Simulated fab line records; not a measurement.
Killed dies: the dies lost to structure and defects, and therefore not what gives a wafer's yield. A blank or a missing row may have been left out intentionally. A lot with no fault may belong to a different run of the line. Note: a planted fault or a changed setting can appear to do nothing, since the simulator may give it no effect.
Problem report in the 8D (eight disciplines) form, filled by code || flow n5_finfet || the parts of the form that need people (team, actions taken, sign-off) are left out

1. WHAT IS WRONG
thk_nm at N5_FIN_SAQP_THK_MEAS_05 reads a mean of 67.3 nm on 2 wafers of 2 lots; wafers without a fault read 37.9 nm with a standard deviation of 0.62. Measured from the usual mean, that is +47 standard deviations.
First seen on wafer L784.5, day 3 21:18, on film_metro-02. Wafers with a number at this step in the record: 23, from 8 lots. Rule for "out" (also "out of limits"): further than 4 standard deviations from the usual mean. The other wafers with a number count as sound.

2. WHAT IT IS, WHAT IT ISN'T
{"question": "which readings at this step", "is": "thk_nm", "is not": "-"}
{"question": "which lots", "is": "L784, L785", "is not": "L781, L791, L793, L796, L797, L799"}
{"question": "which wafers of those lots", "is": "L784.5, L785.5", "is not": "L784.1, L784.4, L785.6"}
{"question": "read on which gauges", "is": "film_metro-01, film_metro-02", "is not": "-"}
{"question": "when", "is": "from day 3 21:18", "is not": "up to then (5 sound wafers); but 16 sound wafers of L785, L791, L793, L796, L797, L799 came after"}

3. WHAT RULES OUT EACH SUSPECT
Counting: if a tool at a process step up to the reading ran every lot that is out, it stays a suspect. Sound lots after the first of them don't rule it out here, since some wafers of a struck lot are sound.
- the gauge at N5_FIN_SAQP_THK_MEAS_05: ruled out. The wafers that are out were read on 2 gauges (film_metro-01, film_metro-02).
- cmp-01 at N5_PMOS_HMC_CHANNEL_EPI_CMP_21 (polishes SiGe30, target thk 54 nm): kept. Ran every lot that is out, first one L784 (day 3 19:42); last sound lot up to then L781 (day 3 02:25).
- pecvd-01 at N5_FIN_SAQP_HM_DEP_03 (deposits SiNx from SiH4/NH3/N2, target thk 38 nm, time 33.6 s): kept. Ran every lot that is out, first one L784 (day 3 21:13); last sound lot up to then L781 (day 3 03:48).
- Within pecvd-01 at N5_FIN_SAQP_HM_DEP_03: the wafers that are out ran in chambers 0, 2; their sound lot-mates ran in chamber 1.
Remaining after the count are cmp-01 at N5_PMOS_HMC_CHANNEL_EPI_CMP_21 and pecvd-01 at N5_FIN_SAQP_HM_DEP_03.

4. THE CAUSE (what the simulator had put in)
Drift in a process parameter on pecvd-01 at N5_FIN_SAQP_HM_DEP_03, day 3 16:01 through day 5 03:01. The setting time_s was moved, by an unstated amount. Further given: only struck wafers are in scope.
This tool is one of the 2 suspects left after counting.

5. THE EFFECT CHAIN, in route order
Each row: a reading whose mean over the struck wafers that have a number lies more than 3 standard deviations from the usual. Only readings whose record carries a usual standard deviation are examined. hours: median over the lots of the time between each lot's start at the first step of this table that gives one and its start at this step. sigmas: the change, counted in usual standard deviations.
{"hours": 0, "step": "N5_FIN_SAQP_THK_MEAS_05", "reading": "thk_nm", "usual": "37.9 nm", "on struck wafers": 67.3, "change": "+29.4", "sigmas": "+47"}
{"hours": 5, "step": "N5_FIN_SAQP_HM_OPEN_33", "reading": "etch_rf_on_time_s", "usual": "69.5 s", "on struck wafers": 125.0, "change": "+55.5", "sigmas": "+29"}
Its process steps:
- N5_FIN_SAQP_HM_OPEN_33: chemistry CH3F/O2, target SiNx, target depth 49.4 nm, time 70.6 s.
Later steps that measure or inspect, where all struck wafers having a row at the step show a number for every such reading and not one has moved that far: N5_FIN_SAQP_OVL_MEAS_17, N5_BEOL_M4_RC_MEAS_101.

6. HOW IT WOULD HAVE BEEN CAUGHT EARLIER
In this record the first reading out of limits at a measuring or inspecting step was taken at day 3 21:18, 5 hours after the fault began at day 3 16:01.
An alarm limit of 4 standard deviations would not have fired on the tool readings at N5_FIN_SAQP_HM_DEP_03 for which the record gives a usual standard deviation, since none of them was out on any struck wafer.
Of the lots that are out (2), L785 began N5_FIN_SAQP_HM_DEP_03 on pecvd-01 after day 3 21:18. A tool hold placed at that time would have kept it from harm.
